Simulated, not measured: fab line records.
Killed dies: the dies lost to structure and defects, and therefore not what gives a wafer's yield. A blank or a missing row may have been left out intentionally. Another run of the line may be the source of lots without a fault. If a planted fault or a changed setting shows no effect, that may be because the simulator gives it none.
Which tool is to blame? -- flow n5 finfet -- 66 wafers from 22 lots sampled at 6 of the route's 1938 steps

WHAT EACH GAUGE READ, for each wafer
No reading from a measuring or inspecting step in the record can be judged against a usual standard deviation.

WHICH TOOL RAN EACH LOT (tool, then ch and the chambers of the sampled wafers, then the start)
lot,N5_BEOL_M4_SPUTTER_88,N5_BEOL_M4_SPUTTER_90,N5_BEOL_M4_ANNEAL_91,N5_BEOL_M5_ETCH_61,N5_BEOL_M5_STRIP_64,N5_BEOL_M5_TRENCH_ETCH_37
L074,"pvd sputter-03, day 7 20:25","pvd sputter-03, day 7 20:38","pvd sputter-03, day 7 20:43","rie diel-05 ch 0,1,2, day 8 00:43","rie diel-05 ch 0,1,2, day 8 00:52","rie diel-06 ch 2,3, no start"
L075,"pvd sputter-01, day 7 21:50","pvd sputter-01, day 7 22:04","pvd sputter-01, day 7 22:08","rie diel-04 ch 0,1,3, day 8 02:44","rie diel-04 ch 0,1,3, day 8 02:53","rie diel-06 ch 0,1,2, no start"
L076,"pvd sputter-01, day 8 03:46","pvd sputter-01, day 8 03:59","pvd sputter-01, day 8 04:04","rie diel-06 ch 2,3, day 8 10:09","rie diel-06 ch 2,3, day 8 10:19","rie diel-05 ch 0,1,2, no start"
L077,"pvd sputter-02, day 8 04:13","pvd sputter-02, day 8 04:26","pvd sputter-02, day 8 04:31","rie diel-06 ch 2,3, day 8 10:23","rie diel-06 ch 2,3, day 8 10:32","rie diel-06 ch 0,3, no start"
L078,"pvd sputter-02, day 8 18:55","pvd sputter-02, day 8 19:08","pvd sputter-02, day 8 19:13","rie diel-05 ch 0,3, day 8 23:56","rie diel-05 ch 0,3, day 9 00:05","rie diel-06 ch 1,2,3, no start"
L080,"pvd sputter-03, day 8 21:58","pvd sputter-03, day 8 22:11","pvd sputter-03, day 8 22:16","rie diel-06 ch 0,3, day 9 02:43","rie diel-06 ch 0,3, day 9 02:52","rie diel-06 ch 0,1, no start"
L079,"pvd sputter-01, day 8 23:28","pvd sputter-01, day 8 23:41","pvd sputter-01, day 8 23:46","rie diel-04 ch 0,1,3, day 9 05:43","rie diel-04 ch 0,1,3, day 9 05:52","rie diel-04 ch 0,2,3, no start"
L082,"pvd sputter-01, day 9 08:56","pvd sputter-01, day 9 09:09","pvd sputter-01, day 9 09:14","rie diel-05 ch 0,2,3, day 9 15:38","rie diel-05 ch 0,2,3, day 9 15:47","rie diel-04 ch 0,1, no start"
L083,"pvd sputter-01, day 10 04:04","pvd sputter-01, day 10 04:17","pvd sputter-01, day 10 04:22","rie diel-05 ch 0,3, day 10 09:33","rie diel-05 ch 0,3, day 10 09:43","rie diel-05 ch 1,2, no start"
L086,"pvd sputter-01, day 10 09:18","pvd sputter-01, day 10 09:31","pvd sputter-01, day 10 09:36","rie diel-04 ch 1,2, day 10 13:29","rie diel-04 ch 1,2, day 10 13:38","rie diel-04 ch 1,2,3, no start"
L085,"pvd sputter-01, day 10 14:25","pvd sputter-01, day 10 14:38","pvd sputter-01, day 10 14:43","rie diel-05 ch 1,3, day 10 19:29","rie diel-05 ch 1,3, day 10 19:38","rie diel-06 ch 0,2, no start"
L087,"pvd sputter-03, day 11 00:03","pvd sputter-03, day 11 00:16","pvd sputter-03, day 11 00:21","rie diel-04 ch 0,2,3, day 11 04:40","rie diel-04 ch 0,2,3, day 11 04:49","rie diel-06 ch 0,2,3, no start"
L088,"pvd sputter-03, day 11 01:53","pvd sputter-03, day 11 02:07","pvd sputter-03, day 11 02:11","rie diel-04 ch 0,2,3, day 11 07:37","rie diel-04 ch 0,2,3, day 11 07:46","rie diel-05 ch 0,1,3, no start"
L089,"pvd sputter-02, day 11 10:38","pvd sputter-02, day 11 10:52","pvd sputter-02, day 11 10:56","rie diel-04 ch 0,3, day 11 15:46","rie diel-04 ch 0,3, day 11 15:55","rie diel-05 ch 0,3, no start"
L090,"pvd sputter-01, day 11 13:20","pvd sputter-01, day 11 13:35","pvd sputter-01, day 11 13:41","rie diel-04 ch 2,3, day 11 18:44","rie diel-04 ch 2,3, day 11 18:54","rie diel-04 ch 0,2, no start"
L091,"pvd sputter-01, day 11 15:53","pvd sputter-01, day 11 16:08","pvd sputter-01, day 11 16:13","rie diel-04 ch 0,2,3, day 11 20:21","rie diel-04 ch 0,2,3, day 11 20:30","rie diel-04 ch 0,3, no start"
L093,"pvd sputter-01, day 12 10:37","pvd sputter-01, day 12 10:50","pvd sputter-01, day 12 10:55","rie diel-06 ch 0,1,2, day 12 15:42","rie diel-06 ch 0,1,2, day 12 15:52","rie diel-04 ch 0,2,3, no start"
L092,"pvd sputter-02, day 12 16:21","pvd sputter-02, day 12 16:34","pvd sputter-02, day 12 16:39","rie diel-05 ch 0,1,3, day 12 21:20","rie diel-05 ch 0,1,3, day 12 21:29","rie diel-06 ch 0,2,3, no start"
L094,"pvd sputter-01, day 12 17:44","pvd sputter-01, day 12 17:57","pvd sputter-01, day 12 18:02","rie diel-05 ch 1,3, day 13 01:12","rie diel-05 ch 1,3, day 13 01:22","rie diel-06 ch 0,2,3, no start"
L095,"pvd sputter-03, day 13 10:51","pvd sputter-03, day 13 11:04","pvd sputter-03, day 13 11:09","rie diel-05 ch 0,2,3, day 13 17:59","rie diel-05 ch 0,2,3, day 13 18:08","rie diel-04 ch 0,3, no start"
L096,"pvd sputter-03, day 14 00:39","pvd sputter-03, day 14 00:52","pvd sputter-03, day 14 00:57","rie diel-06 ch 0,1,2, day 14 05:57","rie diel-06 ch 0,1,2, day 14 06:07","rie diel-04 ch 0,2,3, no start"
L097,"pvd sputter-02, day 14 00:44","pvd sputter-02, day 14 00:57","pvd sputter-02, day 14 01:02","rie diel-06 ch 0,1,2, day 14 06:11","rie diel-06 ch 0,1,2, day 14 06:20","rie diel-05 ch 0,1,2, no start"
- N5_BEOL_M4_SPUTTER_88: material Cu, target thk 4.5 nm, time 8.29 s.
- N5_BEOL_M4_SPUTTER_90: material Cu, target thk 4.5 nm, time 8.29 s.
- N5_BEOL_M4_ANNEAL_91: time 240 s.
- N5_BEOL_M5_ETCH_61: etches SiARC in CF4, target depth 15.6 nm, time 26 s.
- N5_BEOL_M5_STRIP_64: strips in CF4.
- N5_BEOL_M5_TRENCH_ETCH_37: etches SiCOH lowk in C4F6/O2, target depth 71.652 nm, time 24.7 s.

WHAT THE TOOLS THEMSELVES READ (means of the sampled wafers that have a number; where no wafer has one, the mark that the record gives instead)
N5_BEOL_M4_SPUTTER_88. Usual: chuck gas flow sccm 1.26 sccm, standard deviation 0.053; substrate temp c -19.99 C, standard deviation 0.1; throttle valve pct 30.9 %, standard deviation 0.73.
lot,tool,chuck gas flow sccm (sccm),substrate temp c (C),throttle valve pct (%),flag
L074,pvd sputter-03,1.31,-19.93,29.7,
L075,pvd sputter-01,1.27,-20.01,31.2,
L076,pvd sputter-01,1.27,-19.95,31.3,
L077,pvd sputter-02,1.27,-20.05,30.8,
L078,pvd sputter-02,1.26,-20.06,31.1,
L080,pvd sputter-03,1.27,-19.95,30.6,
L079,pvd sputter-01,1.27,-20.07,31.3,
L082,pvd sputter-01,1.28,-20.03,30.9,
L083,pvd sputter-01,1.32,-20.04,30.9,
L086,pvd sputter-01,1.29,-20.06,31.0,
L085,pvd sputter-01,1.31,-19.93,31.4,
L087,pvd sputter-03,1.24,-19.91,30.2,
L088,pvd sputter-03,1.26,-20.04,30.4,
L089,pvd sputter-02,1.26,-19.94,31.5,
L090,pvd sputter-01,1.31,-19.92,30.5,
L091,pvd sputter-01,1.28,-20.09,31.3,
L093,pvd sputter-01,1.30,-19.91,31.2,
L092,pvd sputter-02,1.22,-20.00,31.3,
L094,pvd sputter-01,1.25,-20.14,31.1,
L095,pvd sputter-03,1.24,-19.99,30.7,
L096,pvd sputter-03,1.27,-19.96,29.6,
L097,pvd sputter-02,1.25,-20.02,31.1,

N5_BEOL_M4_SPUTTER_90. Usual: chuck gas flow sccm 1.26 sccm, standard deviation 0.057; substrate temp c -19.99 C, standard deviation 0.12; throttle valve pct 30.9 %, standard deviation 0.73.
lot,tool,chuck gas flow sccm (sccm),substrate temp c (C),throttle valve pct (%),flag
L074,pvd sputter-03,1.25,-19.97,29.7,
L075,pvd sputter-01,1.29,-20.04,31.0,
L076,pvd sputter-01,1.26,-19.89,31.3,
L077,pvd sputter-02,1.24,-20.11,30.7,
L078,pvd sputter-02,1.33,-20.08,31.2,
L080,pvd sputter-03,1.27,-19.99,30.6,
L079,pvd sputter-01,1.29,-19.94,31.3,
L082,pvd sputter-01,1.33,-20.08,31.0,
L083,pvd sputter-01,1.25,-20.04,31.0,
L086,pvd sputter-01,1.29,-19.96,31.0,
L085,pvd sputter-01,1.25,-19.94,31.5,
L087,pvd sputter-03,1.24,-19.84,30.3,
L088,pvd sputter-03,1.23,-19.91,30.4,
L089,pvd sputter-02,1.26,-19.96,31.5,
L090,pvd sputter-01,1.19,-20.05,30.8,
L091,pvd sputter-01,1.24,-19.93,31.2,
L093,pvd sputter-01,1.32,-19.91,31.2,
L092,pvd sputter-02,1.22,-20.03,31.2,
L094,pvd sputter-01,1.24,-19.96,31.0,
L095,pvd sputter-03,1.26,-20.01,30.8,
L096,pvd sputter-03,1.22,-19.97,29.6,
L097,pvd sputter-02,1.29,-19.97,31.3,

N5_BEOL_M4_ANNEAL_91. Usual: 817 W for heater power w, sd 82.
lot,tool,heater power w (W),flag
L074,pvd sputter-03,833,
L075,pvd sputter-01,838,
L076,pvd sputter-01,777,
L077,pvd sputter-02,840,
L078,pvd sputter-02,853,
L080,pvd sputter-03,865,
L079,pvd sputter-01,783,
L082,pvd sputter-01,794,
L083,pvd sputter-01,792,
L086,pvd sputter-01,854,
L085,pvd sputter-01,809,
L087,pvd sputter-03,781,
L088,pvd sputter-03,879,
L089,pvd sputter-02,861,
L090,pvd sputter-01,750,
L091,pvd sputter-01,834,
L093,pvd sputter-01,841,
L092,pvd sputter-02,861,
L094,pvd sputter-01,828,
L095,pvd sputter-03,961,
L096,pvd sputter-03,723,
L097,pvd sputter-02,859,

N5_BEOL_M5_ETCH_61. Usual: drypump motor current A 5.7 A, standard deviation 0.4; etch rf on time s 26.1 s, standard deviation 0.42; oes product au 0.65 a.u., standard deviation 0.065; rf vpp V 184.0 V, standard deviation 1.1; showerhead plenum p Torr 2.13 Torr, standard deviation 0.065; throttle valve pct 15.72 %, standard deviation 0.21.
lot,tool,drypump motor current A (A),etch rf on time s (s),oes product au (a.u.),rf vpp V (V),showerhead plenum p Torr (Torr),throttle valve pct (%),flag
L074,rie diel-05,5.5,26.3,0.65,184.2,2.14,15.76,
L075,rie diel-04,5.5,25.8,0.65,184.7,2.15,15.77,
L076,rie diel-06,5.7,26.3,0.62,185.8,2.21,15.66,
L077,rie diel-06,5.7,26.4,0.62,185.2,2.21,15.65,
L078,rie diel-05,5.7,26.6,0.67,184.2,2.12,15.59,
L080,rie diel-06,5.5,25.8,0.61,184.4,2.20,15.56,
L079,rie diel-04,5.5,26.0,0.64,185.0,2.15,15.79,
L082,rie diel-05,5.6,26.3,0.68,183.3,2.15,15.64,
L083,rie diel-05,5.9,26.5,0.63,184.6,2.16,15.84,
L086,rie diel-04,6.3,25.7,0.72,183.7,2.13,15.70,
L085,rie diel-05,5.5,26.0,0.63,182.9,2.05,15.66,
L087,rie diel-04,5.7,25.6,0.71,184.5,2.10,15.74,
L088,rie diel-04,5.7,25.7,0.71,183.4,2.10,15.74,
L089,rie diel-04,5.4,25.8,0.67,183.1,2.10,15.75,
L090,rie diel-04,6.0,25.7,0.73,183.8,2.10,15.75,
L091,rie diel-04,5.7,25.6,0.70,183.5,2.10,15.75,
L093,rie diel-06,5.8,26.2,0.67,184.0,2.14,15.60,
L092,rie diel-05,5.7,26.1,0.62,183.4,2.10,15.78,
L094,rie diel-05,5.6,25.9,0.62,182.5,2.04,15.68,
L095,rie diel-05,5.6,26.4,0.65,184.1,2.14,15.71,
L096,rie diel-06,5.8,26.5,0.65,184.3,2.14,15.62,
L097,rie diel-06,5.8,26.1,0.65,184.4,2.14,15.62,

N5_BEOL_M5_STRIP_64. Usual: bias power w 75.00 W, standard deviation 0.25; drypump motor current A 5.7 A, standard deviation 0.4; oes product au 0.76 a.u., standard deviation 0.07; rf vpp V 271.0 V, standard deviation 1.4; showerhead plenum p Torr 1.79 Torr, standard deviation 0.052; throttle valve pct 13.70 %, standard deviation 0.21.
lot,tool,bias power w (W),drypump motor current A (A),oes product au (a.u.),rf vpp V (V),showerhead plenum p Torr (Torr),throttle valve pct (%),flag
L074,rie diel-05,74.86,5.5,0.76,271.7,1.80,13.73,
L075,rie diel-04,75.08,5.5,0.76,271.2,1.80,13.75,
L076,rie diel-06,74.68,5.7,0.72,272.3,1.85,13.65,
L077,rie diel-06,75.21,5.7,0.72,271.7,1.85,13.66,
L078,rie diel-05,75.15,5.7,0.79,271.0,1.78,13.58,
L080,rie diel-06,74.76,5.5,0.71,273.5,1.84,13.58,
L079,rie diel-04,75.09,5.5,0.75,271.2,1.79,13.76,
L082,rie diel-05,75.26,5.6,0.79,271.9,1.81,13.62,
L083,rie diel-05,74.76,5.9,0.74,270.8,1.82,13.84,
L086,rie diel-04,74.77,6.3,0.83,271.1,1.78,13.67,
L085,rie diel-05,75.17,5.5,0.73,269.8,1.72,13.65,
L087,rie diel-04,74.87,5.7,0.81,270.2,1.76,13.70,
L088,rie diel-04,74.88,5.7,0.82,270.8,1.76,13.70,
L089,rie diel-04,75.05,5.4,0.77,271.2,1.76,13.71,
L090,rie diel-04,74.84,6.0,0.84,270.4,1.76,13.70,
L091,rie diel-04,75.29,5.7,0.81,269.8,1.76,13.71,
L093,rie diel-06,74.85,5.8,0.77,271.2,1.80,13.58,
L092,rie diel-05,74.72,5.7,0.72,270.4,1.76,13.79,
L094,rie diel-05,74.97,5.5,0.72,269.3,1.72,13.69,
L095,rie diel-05,74.91,5.6,0.77,271.1,1.80,13.71,
L096,rie diel-06,74.91,5.8,0.76,271.1,1.79,13.60,
L097,rie diel-06,75.09,5.8,0.76,271.3,1.79,13.62,

N5_BEOL_M5_TRENCH_ETCH_37. Usual: O2_flow_sccm 10.00 sccm, standard deviation 0.033; drypump motor current A 5.7 A, standard deviation 0.4; oes_o_777_au 0.77 a.u., standard deviation 0.082; oes product au 0.77 a.u., standard deviation 0.083; rf vpp V 667 V, standard deviation 8.4; showerhead plenum p Torr 2.84 Torr, standard deviation 0.089; throttle valve pct 20.98 %, standard deviation 0.22.
lot,tool,O2_flow_sccm (sccm),drypump motor current A (A),oes_o_777_au (a.u.),oes product au (a.u.),rf vpp V (V),showerhead plenum p Torr (Torr),throttle valve pct (%),flag
L074,rie diel-06,9.98,5.7,0.73,0.73,678,2.95,20.91,
L075,rie diel-06,10.01,5.8,0.72,0.71,671,2.86,20.95,
L076,rie diel-05,9.99,5.5,0.76,0.76,666,2.85,21.07,
L077,rie diel-06,10.04,5.4,0.74,0.73,674,2.95,20.75,
L078,rie diel-06,10.02,5.6,0.73,0.73,671,2.88,20.95,
L080,rie diel-06,10.00,5.7,0.72,0.72,664,2.79,20.99,
L079,rie diel-04,10.00,5.7,0.85,0.84,660,2.80,21.07,
L082,rie diel-04,9.99,5.7,0.77,0.77,671,2.82,21.00,
L083,rie diel-05,9.97,5.4,0.75,0.75,667,2.77,20.97,
L086,rie diel-04,10.04,5.8,0.78,0.79,664,2.85,21.14,
L085,rie diel-06,9.99,5.8,0.88,0.88,675,2.92,20.66,
L087,rie diel-06,10.02,5.6,0.80,0.80,675,2.93,20.75,
L088,rie diel-05,10.00,5.7,0.74,0.73,666,2.79,21.01,
L089,rie diel-05,10.00,5.9,0.73,0.73,666,2.87,21.11,
L090,rie diel-04,10.02,6.2,0.87,0.87,660,2.76,21.02,
L091,rie diel-04,10.01,5.3,0.76,0.77,660,2.82,21.19,
L093,rie diel-04,9.99,5.7,0.81,0.81,659,2.79,21.11,
L092,rie diel-06,10.03,5.6,0.78,0.79,675,2.93,20.78,
L094,rie diel-06,10.01,5.6,0.79,0.78,674,2.93,20.78,
L095,rie diel-04,9.99,5.3,0.75,0.75,660,2.81,21.20,
L096,rie diel-04,10.01,5.7,0.80,0.80,659,2.79,21.13,
L097,rie diel-05,10.01,5.5,0.72,0.72,666,2.83,21.12,

THE ANSWER, worked out from the rows above alone
Rule: a lot counts as off when the mean over its wafers that have a number is more than 3 standard deviations away from the usual mean. Also off: a lot with no number at a reading for which 4 or more lots have one. The other lots that the step has rows for count as sound. Order of review: gauges by route order, followed by the tools' own readings, for which a lot's mean as printed above is used. The first step at which some lot is off is used, and at that step the reading that is off furthest; a lot without a number counts as furthest.
Across all readings shown, no lot is off: no conclusion can be drawn from this.

WHAT THE SIMULATOR HAD PUT IN
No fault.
